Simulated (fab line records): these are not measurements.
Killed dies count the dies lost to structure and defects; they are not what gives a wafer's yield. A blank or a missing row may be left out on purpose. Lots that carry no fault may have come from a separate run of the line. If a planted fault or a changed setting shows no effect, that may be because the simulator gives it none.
Chamber matching    flow n5_finfet    N5_FIN_CUT_CUT_ETCH_15 on rie_si-06 has 4 sister chambers
The step etches Si in HBr/Cl2/O2, target depth 100 nm, bt time 10 s, time 42.4 s. 4 wafers are shown with their chamber, then 12 later ones without.

EACH WAFER AND ITS CHAMBER
wafer   chamber  throttle_valve_pct (%)
L083.4  2        37.8
L089.1  1        37.8
L090.3  0        36.8
L090.5  3        37.2

WAFERS WHOSE CHAMBER IS MISSING
wafer   throttle_valve_pct (%)
L091.3  36.8
L091.4  37.8
L091.5  37.8
L095.1  37.7
L095.4  36.8
L095.6  36.8
L096.2  37.2
L096.4  37.8
L096.5  36.8
L097.3  37.8
L097.5  37.8
L097.6  37.8

CHAMBER TAKEN BY EACH
wafer   from the rows above      in truth
L091.3  0                        0
L091.4  can't be placed: 1 or 2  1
L091.5  can't be placed: 1 or 2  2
L095.1  can't be placed: 1 or 2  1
L095.4  0                        0
L095.6  0                        0
L096.2  3                        3
L096.4  can't be placed: 1 or 2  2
L096.5  0                        0
L097.3  can't be placed: 1 or 2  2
L097.5  can't be placed: 1 or 2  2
L097.6  can't be placed: 1 or 2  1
Correctly placed: 5 of 12. Unplaceable from these rows: 7, with the true chamber sitting among the candidates in 7. Wrongly placed: 0.
How it was worked out, from the rows above alone: a wafer's distance from a chamber is the root of the sum, over the readings, of the square of ((its reading less the chamber's mean) divided by the reading's scatter). The wafer belongs to the nearest chamber; if the next one is less than 2 further off, it can't be placed. The mean given for a chamber averages the wafers shown for that chamber. The scatter (one wafer shown for each chamber): square how far every hidden wafer sits from the nearest shown wafer, average those squares and take the square root.
